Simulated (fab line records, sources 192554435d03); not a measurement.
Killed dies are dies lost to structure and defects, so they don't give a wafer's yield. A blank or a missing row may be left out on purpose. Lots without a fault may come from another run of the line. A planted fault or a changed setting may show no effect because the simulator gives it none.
fab line records | flow n5_finfet
record lots=11 wafers=29 last_day=18
route steps=1938 shown BEOL_M11@1588 BEOL_M12@1602 PASSIVATION@1936
lots that met no fault: from a run of the same line without faults
start_h: hours from the record's first day to the start of the lot's first wafer shown | wait_h: hours since the lot's step before | " the same as in the row above | L1.1+2: a row that stands for several wafers | - no value, or no start given | * or withheld: withheld | < > ~ a bound
route shown NAME@n: a module of which the file shows steps, and the number in the route of the first | usual: mean/standard deviation of fault-free wafers | same: alike in all rows | chamber/n: place in a boat | sites: the reading at each site | _std_site: their standard deviation | _edge_site: outer sites' mean less inner sites' | radius_mm: how far each site lies from the wafer's centre | mask NAME#n: copy n | behind: the tool/chamber that last shaped the wafer | hold: why the lot was held/for how many hours/how that ended | device: the transistor (n, p or np) that didn't switch | end of line: the same wafers' tests at the end of the route | a step without rows: its recipe alone | killed: dies lost to structure and defects at the first sort, not the wafer's yield | map: a wafer's dies, x killed, . not, _ none there
set.NAME: the setting as run; set.NAME@STEP: as run at that earlier step | model.NAME: the simulator's own value behind a step, which no gauge read
steps of the route over a sample of lots; a table a step, a row a wafer
services: from which hour (start_h, from the record's first day; less than 0 if before it) a tool's chamber was out of use, for how many hours, and why
## steps
# step N5_BEOL_M11_DEGAS_44
# recipe ambient=vacuum temp_c=250 time_s=60
# usual heater_power_w=333/20
# same time_s=60
# columns lot.wafer tool chamber start_h wait_h heater_power_w
L886.3 pvd_sputter-03 - 238.67 0.7 337
L886.4 " - " " 296
L886.5 " - " " 341
L890.1 pvd_sputter-03 - 256.71 0.4 334
L890.2 " - " " 353
L890.4 " - " " 297
L891.1 pvd_sputter-02 - 285.82 0.6 329
L891.5 " - " " 353
L894.1 pvd_sputter-03 - 309.47 0.6 297
L894.4 " - " " 339
L897.4 pvd_sputter-03 - 312.55 0.3 340
L897.5 " - " " 346
L902.2 pvd_sputter-03 - 328.41 0.2 336
L902.3 " - " " 353
L902.6 " - " " 340
L905.2 pvd_sputter-02 - 365.82 0.3 330
L905.3 " - " " 334
L909.2 pvd_sputter-02 - 374.27 0.2 337
L909.3 " - " " 339
L909.5 " - " " 327
L906.1 pvd_sputter-02 - 384.21 0.4 350
L906.4 " - " " 322
L906.5 " - " " 323
L908.1 pvd_sputter-02 - 384.61 0.5 333
L908.3 " - " " 338
L908.6 " - " " 321
L907.1 pvd_sputter-02 - 403.02 0.6 336
L907.3 " - " " 340
L907.5 " - " " 330
# step N5_BEOL_M11_THK_MEAS_53
# recipe thk_meas_gauge=xrf reads=Cu_of_BEOL_M11_ECD_50
# usual M11_THK=140/3.5
# columns lot.wafer tool chamber start_h wait_h M11_THK[nm]
L886.3 film_metro-02 - 240.54 - 138
L886.4 " - " " 131
L886.5 " - " " 134
L890.1 film_metro-02 - 258.62 - 139
L890.2 " - " " 139
L890.4 " - " " 139
L891.1 film_metro-01 - 288.71 - 135
L891.5 " - " " 136
L894.1 film_metro-02 - 312.64 - 136
L894.4 " - " " 137
L897.4 film_metro-02 - 314.44 - 138
L897.5 " - " " 139
L902.2 film_metro-02 - 330.11 - 135
L902.3 " - " " 140
L902.6 " - " " 142
L905.2 film_metro-01 - 368.06 - 146
L905.3 " - " " 141
L909.2 film_metro-01 - 376.19 - 145
L909.3 " - " " 137
L909.5 " - " " 145
L906.1 film_metro-02 - 386.13 - 139
L906.4 " - " " 145
L906.5 " - " " 139
L908.1 film_metro-02 - 386.40 - 143
L908.3 " - " " 141
L908.6 " - " " 143
L907.1 film_metro-01 - 404.46 - 138
L907.3 " - " " 146
L907.5 " - " " 143
# step N5_BEOL_M11_INSPECT_58
# recipe inspect_instrument=darkfield mode=post_dep
# usual raw_defect_count=72/23
# columns lot.wafer tool chamber start_h wait_h raw_defect_count
L886.3 defect_inspect-01 - 240.72 0.0 49
L886.4 " - " " 68
L886.5 " - " " 65
L890.1 defect_inspect-01 - 258.77 0.0 35
L890.2 " - " " 42
L890.4 " - " " 99
L891.1 defect_inspect-01 - 288.86 0.0 52
L891.5 " - " " 65
L894.1 defect_inspect-02 - 312.79 0.0 51
L894.4 " - " " 78
L897.4 defect_inspect-01 - 314.59 0.0 66
L897.5 " - " " 81
L902.2 defect_inspect-02 - 330.26 0.0 101
L902.3 " - " " 148
L902.6 " - " " 80
L905.2 defect_inspect-02 - 368.21 0.0 55
L905.3 " - " " 45
L909.2 defect_inspect-02 - 376.34 0.0 45
L909.3 " - " " 76
L909.5 " - " " 53
L906.1 defect_inspect-02 - 386.28 0.0 43
L906.4 " - " " 87
L906.5 " - " " 39
L908.1 defect_inspect-01 - 386.58 0.0 110
L908.3 " - " " 69
L908.6 " - " " 65
L907.1 defect_inspect-01 - 404.61 0.0 78
L907.3 " - " " 68
L907.5 " - " " 96
# step N5_BEOL_M12_ILD_DEP_00
# recipe material=SiOC target_thk_a=6589.2 temp_c=350 precursor=DEMS/O2 pressure_torr=5 rf_w=500 time_s=130.7
# usual heater_power_w=522/81 rf_fwd_power_W=497.8/1.9 showerhead_plenum_p_Torr=5.689/0.012 throttle_valve_pct=11.7/0.55
# columns lot.wafer tool chamber start_h wait_h heater_power_w rf_fwd_power_W showerhead_plenum_p_Torr since_wet_clean_h throttle_valve_pct
L886.3 pecvd-03 1 240.76 0.0 596 498.6 5.694 1851 12.9
L886.4 " 2 " " 480 497.2 5.679 - 11.6
L886.5 " 1 " " 605 498.2 5.692 - 13.0
L890.1 pecvd-04 0 258.81 0.0 627 497.8 5.705 299 11.1
L890.2 " 2 " " 533 497.0 5.686 179 11.8
L890.4 " 1 " " 576 498.5 5.669 - 11.6
L891.1 pecvd-04 2 288.90 0.0 436 496.7 5.663 209 11.9
L891.5 " 0 " " 601 497.4 5.694 - 11.0
L894.1 pecvd-04 0 312.83 0.0 634 493.9 5.681 353 11.0
L894.4 " 2 " " 480 493.4 5.676 - 11.7
L897.4 pecvd-04 0 314.67 0.1 585 493.5 5.679 - 11.3
L897.5 " 2 " " 483 496.8 5.686 - 11.5
L902.2 pecvd-02 0 330.30 0.0 411 496.0 5.682 853 12.0
L902.3 " 1 " " 461 497.1 5.689 1578 12.2
L902.6 " 0 " " 342 497.7 5.692 - 11.8
L905.2 pecvd-02 2 368.25 0.0 612 497.9 5.695 137 11.0
L905.3 " 1 " " 392 497.5 5.694 1616 12.1
L909.2 pecvd-04 1 376.37 0.0 594 499.6 5.697 1805 11.7
L909.3 " 2 " " 506 494.8 5.696 296 11.8
L909.5 " 0 " " 527 498.1 5.689 - 11.4
L906.1 pecvd-04 1 386.32 0.0 512 499.1 5.681 1815 11.8
L906.4 " 0 " " 579 499.6 5.698 - 11.2
L906.5 " 2 " " 429 493.7 5.677 - 11.8
L908.1 pecvd-02 1 386.61 0.0 431 499.3 5.684 1634 12.1
L908.3 " 0 " " 428 500.0 5.690 909 12.0
L908.6 " 1 " " 459 500.1 5.693 - 12.1
L907.1 pecvd-03 0 404.65 0.0 569 495.3 5.675 1290 12.5
L907.3 " 2 " " 518 495.5 5.690 536 11.7
L907.5 " 0 " " 593 495.3 5.679 - 12.6
# step N5_BEOL_M12_THK_MEAS_01
# recipe reads=SiOC_of_BEOL_M12_ILD_DEP_00
# usual M12_ILD_THK=659/8.5
# columns lot.wafer tool chamber start_h wait_h M12_ILD_THK[nm]
L886.3 film_metro-02 - 240.89 0.1 654
L886.4 " - " " 662
L886.5 " - " " 667
L890.1 film_metro-01 - 258.94 0.1 648
L890.2 " - " " 658
L890.4 " - " " 660
L891.1 film_metro-02 - 289.03 0.1 658
L891.5 " - " " 664
L894.1 film_metro-02 - 312.96 0.1 693
L894.4 " - " " 671
L897.4 film_metro-01 - 314.76 0.0 662
L897.5 " - " " 702
L902.2 film_metro-01 - 330.43 0.1 652
L902.3 " - " " 666
L902.6 " - " " 664
L905.2 film_metro-01 - 368.38 0.1 646
L905.3 " - " " 659
L909.2 film_metro-02 - 376.50 0.1 658
L909.3 " - " " 662
L909.5 " - " " 667
L906.1 film_metro-02 - 386.45 0.1 645
L906.4 " - " " 655
L906.5 " - " " 674
L908.1 film_metro-02 - 386.74 0.1 661
L908.3 " - " " 655
L908.6 " - " " 670
L907.1 film_metro-02 - 404.78 0.1 651
L907.3 " - " " 659
L907.5 " - " " 664
# step N5_BEOL_M12_STRIP_63
# recipe chemistry=N2/H2 power_w=1000 temp_c=250 h2_frac=0.65 overash_fraction=0.3 pressure_mtorr=1000 n2_flow_sccm=1750 h2_flow_sccm=3250
# usual drypump_motor_current_A=5.9/0.46 heater_power_w=333/33 n2_flow_sccm=1749/5.4 oes_product_au=0.693/0.0043 strip_time_to_endpoint_s=42.6/0.94
# columns lot.wafer tool chamber start_h wait_h drypump_motor_current_A heater_power_w n2_flow_sccm oes_product_au rf_hours_counter_h strip_time_to_endpoint_s
L886.3 plasma_asher-01 1 241.72 - 5.7 388 1752 0.690 - 42.4
L886.4 " 0 " " 5.3 310 1745 0.695 - 42.5
L886.5 " 0 " " 5.3 298 1744 0.688 - 41.0
L890.1 plasma_asher-02 1 259.76 - 6.6 337 1740 0.692 120 43.4
L890.2 " 0 " " 5.9 307 1745 0.692 120 43.9
L890.4 " 1 " " 6.6 339 1754 0.685 - 43.7
L891.1 plasma_asher-02 0 289.84 - 5.9 308 1746 0.696 127 42.3
L891.5 " 0 " " 5.9 308 1749 0.695 - 42.5
L894.1 plasma_asher-02 0 313.64 - 5.8 300 1748 0.691 131 39.8
L894.4 " 0 " " 5.8 301 1743 0.685 - 41.2
L897.4 plasma_asher-01 1 315.67 - 5.7 389 1754 0.695 - 42.0
L897.5 " 1 " " 5.7 376 1755 0.685 - 38.5
L902.2 plasma_asher-02 1 331.23 - 6.6 325 1749 0.689 134 43.5
L902.3 " 0 " " 5.8 308 1748 0.696 - 41.1
L902.6 " 1 " " 6.6 328 1752 0.696 - 41.5
L905.2 plasma_asher-02 1 369.21 - 6.6 337 1754 0.694 140 44.6
L905.3 " 1 " " 6.6 340 1743 0.698 - 42.0
L909.2 plasma_asher-01 1 377.18 - 5.7 392 1749 0.697 102 42.9
L909.3 " 1 " " 5.7 401 1749 0.696 - 42.1
L909.5 " 0 " " 5.3 305 1748 0.695 - 41.5
L906.1 plasma_asher-01 1 387.13 - 5.7 391 1747 0.689 103 42.9
L906.4 " 1 " " 5.7 387 1749 0.691 - 43.2
L906.5 " 0 " " 5.3 308 1760 0.696 - 41.1
L908.1 plasma_asher-02 0 387.55 - 5.8 311 1752 0.701 144 42.3
L908.3 " 1 " " 6.6 328 1742 0.697 - 42.5
L908.6 " 0 " " 5.8 299 1749 0.693 - 41.1
L907.1 plasma_asher-01 0 405.46 - 5.3 303 1758 0.695 106 44.1
L907.3 " 0 " " 5.3 309 1750 0.701 - 42.4
L907.5 " 1 " " 5.6 407 1743 0.698 - 42.3
# step N5_PASSIVATION_PROBE_49
# usual defect_limited_yield=91.0/1.4 killed_at_M0_to_M3=36/9.6 killed_at_M4_up=14/6.1 killed_at_contacts=13/6.6 killed_at_front_end=40/11 killed_at_other=3.2/2.9 killed_dies=106/17 killed_open=71/12 killed_short=33/7.3 sort_bin_4_leakage=0.02/0.11 sort_bin_5_function=5.3/1 sort_bin_6_memory=3.4/0.68 sort_n_pass=1073/19 sort_yield_pct=91.0/1.6
# same gross_dies=1180 killed_at_back_side=0 sort_bin_8_speed[%]=0
# columns lot.wafer tool chamber start_h wait_h defect_limited_yield[%] killed_at_M0_to_M3 killed_at_M4_up killed_at_contacts killed_at_front_end killed_at_other killed_dies killed_open killed_short sort_bin_4_leakage[%] sort_bin_5_function[%] sort_bin_6_memory[%] sort_n_pass sort_yield_pct[%]
L886.3 prober-02 - 287.97 0.1 92.0 26 6 22 39 1 94 65 27 0 5.0 2.6 1086 92.0
L886.4 prober-02 - 288.02 0.2 92.9 33 9 22 19 1 84 58 23 0 4.7 2.0 1096 92.9
L886.5 prober-02 - 288.07 0.2 93.9 28 7 16 17 4 72 54 18 0.68 3.3 2.6 1100 93.2
L890.1 prober-02 - 302.80 0.0 91.4 47 16 7 28 4 102 76 26 0 5.3 3.2 1078 91.4
L890.2 prober-02 - 302.85 0.1 90.2 24 29 6 49 8 116 77 32 0 5.8 3.6 1064 90.2
L890.4 prober-02 - 302.95 0.2 92.6 30 8 10 35 4 87 53 33 0 4.6 2.7 1093 92.6
L891.1 prober-01 - 327.19 0.0 91.9 29 16 11 38 1 95 64 31 0 5.0 2.9 1085 91.9
L891.5 prober-01 - 327.39 0.2 90.3 39 11 15 50 0 115 75 40 0 6.4 3.1 1065 90.3
L894.1 prober-02 - 353.60 0.0 91.3 30 15 11 44 3 103 65 32 0 5.6 2.5 1077 91.3
L894.4 prober-02 - 353.75 0.2 89.7 46 19 15 38 3 121 84 33 0 6.9 3.2 1059 89.7
L897.4 prober-02 - 357.84 0.5 88.6 47 4 11 54 18 134 84 46 0 6.4 4.7 1046 88.6
L897.5 prober-02 - 357.89 0.6 91.5 27 8 24 36 5 100 68 32 0 4.5 3.8 1080 91.5
L902.2 prober-01 - 372.64 0.1 90.3 29 20 22 43 1 115 85 29 0 6.4 3.2 1065 90.3
L902.3 prober-01 - 372.69 0.1 87.3 33 27 19 70 1 150 99 48 0 7.8 4.6 1030 87.3
L902.6 prober-01 - 372.84 0.3 90.4 33 23 10 45 2 113 81 31 0 5.4 3.8 1067 90.4
L905.2 prober-01 - 409.47 0.1 91.4 27 13 20 36 5 101 60 39 0 5.1 2.8 1079 91.4
L905.3 prober-01 - 409.52 0.1 90.5 47 21 10 33 1 112 73 37 0 6.0 3.1 1068 90.5
L909.2 prober-01 - 413.94 0.1 92.5 40 7 3 37 1 88 58 26 0 4.7 2.7 1092 92.5
L909.3 prober-01 - 413.99 0.1 92.4 38 13 11 26 2 90 64 23 0 5.3 2.4 1090 92.4
L909.5 prober-01 - 414.09 0.2 91.9 37 16 14 25 3 95 66 29 0 4.5 3.2 1085 91.9
L908.1 prober-01 - 425.14 0.0 90.6 43 5 10 51 2 111 76 34 0 5.3 3.9 1069 90.6
L908.3 prober-01 - 425.24 0.1 92.6 32 11 13 27 4 87 62 22 0 4.2 3.0 1093 92.6
L908.6 prober-01 - 425.39 0.3 93.0 23 11 21 28 0 83 64 18 0 4.1 2.8 1097 93.0
L906.1 prober-02 - 426.15 0.0 92.8 27 9 23 24 2 85 54 30 0 4.3 2.8 1095 92.8
L906.4 prober-02 - 426.30 0.2 92.9 26 16 11 25 6 84 58 22 0 3.8 3.1 1096 92.9
L906.5 prober-02 - 426.35 0.2 92.8 30 9 12 29 5 85 53 28 0 4.3 2.7 1095 92.8
L907.1 prober-02 - 443.20 0.1 92.0 48 8 9 27 2 94 72 22 0 4.8 2.9 1086 92.0
L907.3 prober-02 - 443.30 0.2 88.9 68 10 3 46 4 131 91 38 0 5.8 5.0 1049 88.9
L907.5 prober-02 - 443.40 0.3 92.9 24 16 7 35 2 84 54 28 0 4.3 2.5 1096 92.9
# killed by level:class
L886.3 MOL_CONTACT_COAG:geometric_particle:open=17 BEOL_M3:geometric_particle:open=6 STI_FIN_REVEAL:geometric_particle:open=6 BEOL_M0_SAQP:geometric_particle:short=6 STARTING-WAFER:geometric_particle:open=6 MOL_CONTACT_COAG:geometric_particle:short=5 BEOL_M2:geometric_particle:open=5 STARTING-WAFER:geometric_particle:short=5
L886.4 MOL_CONTACT_COAG:geometric_particle:open=19 BEOL_M0_SAQP:geometric_particle:short=9 BEOL_M3:geometric_particle:open=8 BEOL_M0_SAQP:geometric_particle:open=5 BEOL_M2:geometric_particle:open=5 STI_FIN_REVEAL:geometric_particle:open=4 GATE_CUT:geometric_particle:open=3 MOL_CONTACT_COAG:geometric_particle:short=3
L886.5 MOL_CONTACT_COAG:geometric_particle:open=15 BEOL_M3:geometric_particle:open=8 BEOL_M0_SAQP:geometric_particle:open=6 STI_FIN_REVEAL:geometric_particle:open=4 BEOL_M3:geometric_particle:short=4 FIN_SAQP:geometric_particle:open=3 FIN_SAQP:geometric_particle:short=3 BEOL_M1:geometric_particle:short=3
L890.1 BEOL_M1:geometric_particle:open=13 BEOL_M3:geometric_particle:open=11 STI_FIN_REVEAL:geometric_particle:open=8 BEOL_M4:geometric_particle:open=7 MOL_CONTACT_COAG:geometric_particle:open=5 BEOL_M0_SAQP:geometric_particle:short=5 BEOL_M2:geometric_particle:open=5 GATE_CUT:geometric_particle:short=4
L890.2 BEOL_M4:geometric_particle:open=17 FIN_SAQP:geometric_particle:open=14 BEOL_M2:geometric_particle:open=14 FIN_SAQP:geometric_particle:short=8 STI_FIN_REVEAL:geometric_particle:open=7 DUMMY_GATE:geometric_particle:open=4 GATE_CUT:geometric_particle:short=4 MOL_CONTACT_COAG:geometric_particle:open=4
L890.4 FIN_SAQP:geometric_particle:open=8 FIN_SAQP:geometric_particle:short=8 MOL_CONTACT_COAG:geometric_particle:open=7 BEOL_M2:geometric_particle:open=6 BEOL_M0_SAQP:geometric_particle:short=6 STI_FIN_REVEAL:geometric_particle:open=5 BEOL_M0_SAQP:geometric_particle:open=5 BEOL_M3:geometric_particle:open=4
L891.1 STI_FIN_REVEAL:geometric_particle:open=13 MOL_CONTACT_COAG:geometric_particle:open=11 FIN_SAQP:geometric_particle:open=6 STI_FIN_REVEAL:geometric_particle:short=6 BEOL_M2:geometric_particle:open=6 FIN_SAQP:geometric_particle:short=5 BEOL_M3:geometric_particle:short=5 BEOL_M0_SAQP:geometric_particle:short=5
L891.5 FIN_SAQP:geometric_particle:open=15 FIN_SAQP:geometric_particle:short=14 MOL_CONTACT_COAG:geometric_particle:open=12 STI_FIN_REVEAL:geometric_particle:open=10 BEOL_M0_SAQP:geometric_particle:short=9 BEOL_M0_SAQP:geometric_particle:open=7 BEOL_M2:geometric_particle:open=7 BEOL_M3:geometric_particle:open=7
L894.1 BEOL_M1:geometric_particle:open=11 MOL_CONTACT_COAG:geometric_particle:open=9 DUMMY_GATE:geometric_particle:open=8 BEOL_M0_SAQP:geometric_particle:open=7 FIN_SAQP:geometric_particle:open=6 DUMMY_GATE:geometric_particle:short=5 BEOL_M0_SAQP:geometric_particle:short=5 BEOL_M5:geometric_particle:open=5
L894.4 BEOL_M1:geometric_particle:open=11 MOL_CONTACT_COAG:geometric_particle:open=11 BEOL_M2:geometric_particle:open=11 STI_FIN_REVEAL:geometric_particle:open=6 BEOL_M0_SAQP:geometric_particle:short=6 BEOL_M0_SAQP:geometric_particle:open=6 BEOL_M3:geometric_particle:open=6 BEOL_M5:geometric_particle:open=6
L897.4 STI_FIN_REVEAL:geometric_particle:open=20 BEOL_M1:geometric_particle:open=10 MOL_CONTACT_COAG:geometric_particle:open=9 BEOL_M2:geometric_particle:open=8 BEOL_M3:geometric_particle:open=8 MIM_BOT:geometric_particle:short=7 BEOL_M0_SAQP:geometric_particle:short=5 GATE_CUT:geometric_particle:open=5
L897.5 MOL_CONTACT_COAG:geometric_particle:open=18 BEOL_M0_SAQP:geometric_particle:short=9 BEOL_M3:geometric_particle:open=8 FIN_SAQP:geometric_particle:open=7 MOL_CONTACT_COAG:geometric_particle:short=6 STI_FIN_REVEAL:geometric_particle:open=4 DUMMY_GATE:geometric_particle:open=4 ILD0:geometric_particle:open=4
L902.2 MOL_CONTACT_COAG:geometric_particle:open=17 STI_FIN_REVEAL:geometric_particle:open=11 BEOL_M4:geometric_particle:open=9 BEOL_M0_SAQP:geometric_particle:open=8 BEOL_M1:geometric_particle:open=8 BEOL_M2:geometric_particle:open=7 DUMMY_GATE:geometric_particle:open=5 MOL_CONTACT_COAG:geometric_particle:short=5
L902.3 STI_FIN_REVEAL:geometric_particle:open=17 FIN_SAQP:geometric_particle:open=16 MOL_CONTACT_COAG:geometric_particle:open=13 BEOL_M4:geometric_particle:open=12 BEOL_M0_SAQP:geometric_particle:open=9 BEOL_M2:geometric_particle:open=8 DUMMY_GATE:geometric_particle:open=6 GATE_CUT:geometric_particle:short=6
L902.6 BEOL_M0_SAQP:geometric_particle:open=14 BEOL_M4:geometric_particle:open=12 STI_FIN_REVEAL:geometric_particle:open=12 MOL_CONTACT_COAG:geometric_particle:open=9 FIN_SAQP:geometric_particle:short=7 BEOL_M0_SAQP:geometric_particle:short=7 STI_FIN_REVEAL:geometric_particle:short=5 FIN_SAQP:geometric_particle:open=4
L905.2 MOL_CONTACT_COAG:geometric_particle:open=14 FIN_SAQP:geometric_particle:short=13 STI_FIN_REVEAL:geometric_particle:open=8 BEOL_M1:geometric_particle:open=7 MOL_CONTACT_COAG:geometric_particle:short=6 FIN_SAQP:geometric_particle:open=4 BEOL_M2:geometric_particle:short=4 BEOL_M4:geometric_particle:open=4
L905.3 STI_FIN_REVEAL:geometric_particle:open=11 BEOL_M1:geometric_particle:open=10 BEOL_M2:geometric_particle:open=10 BEOL_M0_SAQP:geometric_particle:open=9 BEOL_M0_SAQP:geometric_particle:short=9 FIN_SAQP:geometric_particle:short=8 BEOL_M4:geometric_particle:open=8 MOL_CONTACT_COAG:geometric_particle:open=7
L909.2 BEOL_M3:geometric_particle:open=13 FIN_SAQP:geometric_particle:short=10 BEOL_M2:geometric_particle:open=9 STI_FIN_REVEAL:geometric_particle:open=8 DUMMY_GATE:geometric_particle:open=6 BEOL_M3:geometric_particle:short=6 BEOL_M1:geometric_particle:open=5 FIN_SAQP:geometric_particle:open=4
L909.3 MOL_CONTACT_COAG:geometric_particle:open=10 BEOL_M0_SAQP:geometric_particle:open=9 BEOL_M0_SAQP:geometric_particle:short=7 FIN_SAQP:geometric_particle:open=6 BEOL_M0:geometric_particle:open=5 BEOL_M2:geometric_particle:open=5 BEOL_M4:geometric_particle:open=4 GATE_CUT:geometric_particle:short=4
L909.5 MOL_CONTACT_COAG:geometric_particle:open=13 BEOL_M0_SAQP:geometric_particle:open=11 FIN_SAQP:geometric_particle:open=9 BEOL_M0_SAQP:geometric_particle:short=8 BEOL_M2:geometric_particle:open=6 BEOL_M8:geometric_particle:open=6 BEOL_M4:geometric_particle:open=4 BEOL_M3:geometric_particle:open=4
L908.1 BEOL_M2:geometric_particle:open=21 STI_FIN_REVEAL:geometric_particle:open=19 MOL_CONTACT_COAG:geometric_particle:open=8 FIN_SAQP:geometric_particle:open=7 FIN_SAQP:geometric_particle:short=7 GATE_CUT:geometric_particle:short=5 STARTING-WAFER:geometric_particle:short=5 BEOL_M0_SAQP:geometric_particle:short=4
L908.3 MOL_CONTACT_COAG:geometric_particle:open=10 BEOL_M0_SAQP:geometric_particle:open=9 BEOL_M2:geometric_particle:open=8 BEOL_M4:geometric_particle:open=7 STI_FIN_REVEAL:geometric_particle:open=5 DUMMY_GATE:geometric_particle:open=5 BEOL_M1:geometric_particle:open=5 MOL_CONTACT_COAG:geometric_particle:short=3
L908.6 MOL_CONTACT_COAG:geometric_particle:open=16 FIN_SAQP:geometric_particle:open=7 STI_FIN_REVEAL:geometric_particle:open=7 BEOL_M2:geometric_particle:open=7 BEOL_M0_SAQP:geometric_particle:open=5 MOL_CONTACT_COAG:geometric_particle:short=5 BEOL_M1:geometric_particle:open=5 BEOL_M4:geometric_particle:open=4
L906.1 MOL_CONTACT_COAG:geometric_particle:open=19 STARTING-WAFER:geometric_particle:short=6 BEOL_M2:geometric_particle:open=5 BEOL_M0_SAQP:geometric_particle:open=5 BEOL_M3:geometric_particle:open=5 MOL_CONTACT_COAG:geometric_particle:short=4 BEOL_M0_SAQP:geometric_particle:short=4 BEOL_M4:geometric_particle:open=4
L906.4 MOL_CONTACT_COAG:geometric_particle:open=9 DUMMY_GATE:geometric_particle:open=7 BEOL_M0_SAQP:geometric_particle:short=5 BEOL_M2:geometric_particle:open=5 BEOL_M4:geometric_particle:open=5 STI_FIN_REVEAL:geometric_particle:open=4 GATE_CUT:geometric_particle:short=4 BEOL_M0_SAQP:geometric_particle:open=4
L906.5 MOL_CONTACT_COAG:geometric_particle:open=11 BEOL_M2:geometric_particle:open=7 FIN_SAQP:geometric_particle:short=5 BEOL_M1:geometric_particle:open=5 BEOL_M4:geometric_particle:open=5 BEOL_M0_SAQP:geometric_particle:open=4 BEOL_M0_SAQP:geometric_particle:short=4 BEOL_M0:geometric_particle:short=4
L907.1 BEOL_M2:geometric_particle:open=18 BEOL_M1:geometric_particle:open=15 STI_FIN_REVEAL:geometric_particle:open=12 BEOL_M0_SAQP:geometric_particle:open=6 MOL_CONTACT_COAG:geometric_particle:open=5 BEOL_M4:geometric_particle:open=5 GATE_CUT:geometric_particle:short=4 MOL_CONTACT_COAG:geometric_particle:short=4
L907.3 BEOL_M1:geometric_particle:open=19 BEOL_M0_SAQP:geometric_particle:open=14 GATE_CUT:geometric_particle:open=12 BEOL_M2:geometric_particle:open=11 STI_FIN_REVEAL:geometric_particle:open=9 BEOL_M0_SAQP:geometric_particle:short=8 BEOL_M4:geometric_particle:open=6 GATE_CUT:geometric_particle:short=6
L907.5 GATE_CUT:geometric_particle:short=7 BEOL_M0_SAQP:geometric_particle:short=6 MOL_CONTACT_COAG:geometric_particle:open=6 BEOL_M4:geometric_particle:open=6 BEOL_M1:geometric_particle:open=5 BEOL_M2:geometric_particle:open=5 FIN_SAQP:geometric_particle:open=4 DUMMY_GATE:geometric_particle:open=4
## services
# columns tool chamber start_h hours kind
pecvd-03 - 227.89 0.2 repair
pecvd-02 0 237.10 5.5 scheduled_down
pecvd-04 - 253.36 2.4 repair
pecvd-02 - 260.38 0.8 repair
pecvd-03 2 277.72 2.1 scheduled_down
plasma_asher-02 - 324.83 1.4 repair
pecvd-03 - 325.45 6.0 pm
pecvd-02 - 347.99 6.0 pm
pecvd-03 1 382.48 5.0 scheduled_down
pvd_sputter-03 - 386.79 2.2 repair
pvd_sputter-02 - 391.45 3.8 repair
pecvd-03 2 400.10 4.0 repair
pecvd-04 0 400.45 5.5 scheduled_down
## key
first_sign step=N5_BEOL_M12_THK_MEAS_01 reading=M12_ILD_THK direction=up sigmas=4.6 usual=659 struck=698
effect step=N5_BEOL_M12_STRIP_63 reading=strip_time_to_endpoint_s direction=down sigmas=3.7 usual=* struck=*
met_at N5_BEOL_M12_ILD_DEP_00
struck_lots L894,L897
struck_wafers L894.1,L897.5
not_acting_at N5_BEOL_M11_DEGAS_44,N5_BEOL_M11_THK_MEAS_53,N5_BEOL_M11_INSPECT_58
onset_between 288.90 312.83
fault kind=process_parameter_drift tool=pecvd-04 chamber=- onset_h=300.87 steps=N5_BEOL_M12_ILD_DEP_00 channel=target_thk_a offset=* shape=step end_h=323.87 scope=struck_wafers_only acts_in=* stated=*
